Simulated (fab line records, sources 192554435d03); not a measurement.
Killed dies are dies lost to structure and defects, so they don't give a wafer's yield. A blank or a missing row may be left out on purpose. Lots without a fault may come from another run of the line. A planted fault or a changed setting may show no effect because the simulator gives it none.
Chamber matching | flow n5_finfet | N5_BEOL_M1_ETCH_70 on rie_diel-02: 4 sister chambers
The step etches SOC in N2/H2, target depth 80 nm, overetch 16 nm, time 120 s. 22 wafers are shown with their chamber, then 11 later ones without.

WAFERS WITH THEIR CHAMBER
wafer  | chamber | drypump_motor_current_A (A) | showerhead_plenum_p_Torr (Torr) | oes_product_au (a.u.)
L075.2 | 1       | 6.4                         | 2.53                            | 0.55
L075.5 | 1       | 6.4                         | 2.53                            | 0.55
L075.6 | 2       | 6.4                         | 2.59                            | 0.68
L074.2 | 1       | 6.4                         | 2.53                            | 0.55
L074.4 | 0       | 6.3                         | 2.53                            | 0.56
L074.6 | 0       | 6.3                         | 2.53                            | 0.56
L078.1 | 0       | 6.3                         | 2.52                            | 0.56
L078.2 | 1       | 6.4                         | 2.53                            | 0.55
L078.6 | 3       | 5.5                         | 2.69                            | 0.69
L080.1 | 3       | 5.5                         | 2.69                            | 0.68
L080.3 | 0       | 6.3                         | 2.52                            | 0.55
L080.4 | 3       | 5.5                         | 2.69                            | 0.69
L081.3 | 2       | 6.3                         | 2.58                            | 0.67
L081.5 | 3       | 5.5                         | 2.69                            | 0.68
L081.6 | 0       | 6.3                         | 2.52                            | 0.55
L085.1 | 0       | 6.3                         | 2.52                            | 0.55
L085.3 | 3       | 5.6                         | 2.68                            | 0.67
L085.6 | 1       | 6.4                         | 2.52                            | 0.55
L088.1 | 2       | 6.4                         | 2.57                            | 0.62
L088.2 | 0       | 6.3                         | 2.51                            | 0.54
L088.4 | 3       | 5.5                         | 2.68                            | 0.64
L089.3 | 2       | 6.3                         | 2.57                            | 0.62

SIGNATURES (means of the wafers above)
reading                  | chamber 0 | chamber 1 | chamber 2 | chamber 3 | scatter within a chamber
drypump_motor_current_A  | 6.300     | 6.400     | 6.350     | 5.517     | 0.0319
showerhead_plenum_p_Torr | 2.5214    | 2.5280    | 2.5775    | 2.6867    | 0.00656
oes_product_au           | 0.5529    | 0.5500    | 0.6475    | 0.6750    | 0.0169
Rule: a wafer's distance from a chamber is the root of the sum, over the readings, of the square of ((its reading less the chamber's mean) divided by the reading's scatter). The wafer belongs to the nearest chamber; if the next one is less than 2 further off, it can't be placed. The scatter: the root of (the sum of the squares of (reading less its chamber's mean) over the shown wafers, divided by (wafers less chambers)).

WAFERS WITHOUT THEIR CHAMBER
wafer  | drypump_motor_current_A (A) | showerhead_plenum_p_Torr (Torr) | oes_product_au (a.u.)
L089.4 | 6.3                         | 2.51                            | 0.54
L089.6 | 6.3                         | 2.51                            | 0.54
L094.1 | 6.4                         | 2.51                            | 0.53
L094.4 | 6.3                         | 2.51                            | 0.53
L094.5 | 6.4                         | 2.51                            | 0.54
L092.1 | 6.4                         | 2.51                            | 0.53
L092.3 | 6.4                         | 2.57                            | 0.63
L092.5 | 6.3                         | 2.51                            | 0.54
L097.4 | 5.6                         | 2.67                            | 0.64
L097.5 | 6.3                         | 2.51                            | 0.53
L097.6 | 5.5                         | 2.67                            | 0.63

WHICH CHAMBER EACH WENT THROUGH
wafer  | from the rows above     | in truth
L089.4 | 0                       | 0
L089.6 | 0                       | 0
L094.1 | can't be placed: 1 or 0 | 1
L094.4 | 0                       | 0
L094.5 | can't be placed: 1 or 0 | 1
L092.1 | can't be placed: 1 or 0 | 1
L092.3 | 2                       | 2
L092.5 | 0                       | 0
L097.4 | 3                       | 3
L097.5 | 0                       | 0
L097.6 | 3                       | 3
Placed correctly: 8 of 11. Can't be placed from these rows: 3 (the true chamber is among the candidates in 3). Placed wrongly: 0.
